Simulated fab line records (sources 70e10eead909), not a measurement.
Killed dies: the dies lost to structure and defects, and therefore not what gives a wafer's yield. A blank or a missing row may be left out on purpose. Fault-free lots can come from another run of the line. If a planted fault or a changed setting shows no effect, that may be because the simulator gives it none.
Chamber matching :: flow nand harc :: NHARC_A_STAIRCASE_DESCUM_291 on rie diel-12 has 4 sister chambers
The step chemistry O2, time 3 s. 4 wafers are shown with their chamber, then 9 later ones without.

EACH WAFER AND ITS CHAMBER
wafer: L085.5
chamber: 3
showerhead plenum p Torr (Torr): 1.93

wafer: L089.1
chamber: 0
showerhead plenum p Torr (Torr): 1.95

wafer: L089.5
chamber: 2
showerhead plenum p Torr (Torr): 1.84

wafer: L089.6
chamber: 1
showerhead plenum p Torr (Torr): 1.81

WAFERS WITHOUT THEIR CHAMBER
wafer: L091.4
showerhead plenum p Torr (Torr): 1.93

wafer: L091.5
showerhead plenum p Torr (Torr): 1.81

wafer: L091.6
showerhead plenum p Torr (Torr): 1.95

wafer: L094.2
showerhead plenum p Torr (Torr): 1.84

wafer: L094.3
showerhead plenum p Torr (Torr): 1.95

wafer: L094.5
showerhead plenum p Torr (Torr): 1.95

wafer: L096.1
showerhead plenum p Torr (Torr): 1.80

wafer: L096.4
showerhead plenum p Torr (Torr): 1.84

wafer: L096.6
showerhead plenum p Torr (Torr): 1.92

CHAMBER TAKEN BY EACH
wafer: L091.4
from the rows above: 3
in truth: 3

wafer: L091.5
from the rows above: 1
in truth: 1

wafer: L091.6
from the rows above: 0
in truth: 0

wafer: L094.2
from the rows above: 2
in truth: 2

wafer: L094.3
from the rows above: 0
in truth: 0

wafer: L094.5
from the rows above: 0
in truth: 0

wafer: L096.1
from the rows above: 1
in truth: 1

wafer: L096.4
from the rows above: 2
in truth: 2

wafer: L096.6
from the rows above: 3
in truth: 3
9 of 9 placed correctly. Number that these rows cannot place: 0. Placed wrongly: 0.
How it was worked out, from the rows above alone: a wafer's distance from a chamber is the root of the sum, over the readings, of the square of ((its reading less the chamber's mean) divided by the reading's scatter). The wafer belongs to the nearest chamber; if the next one is less than 2 further off, it can't be placed. The mean given for a chamber averages the wafers shown for that chamber. The scatter: with one shown wafer a chamber, the root of the mean of the squares of how far each hidden wafer lies from its nearest shown one.
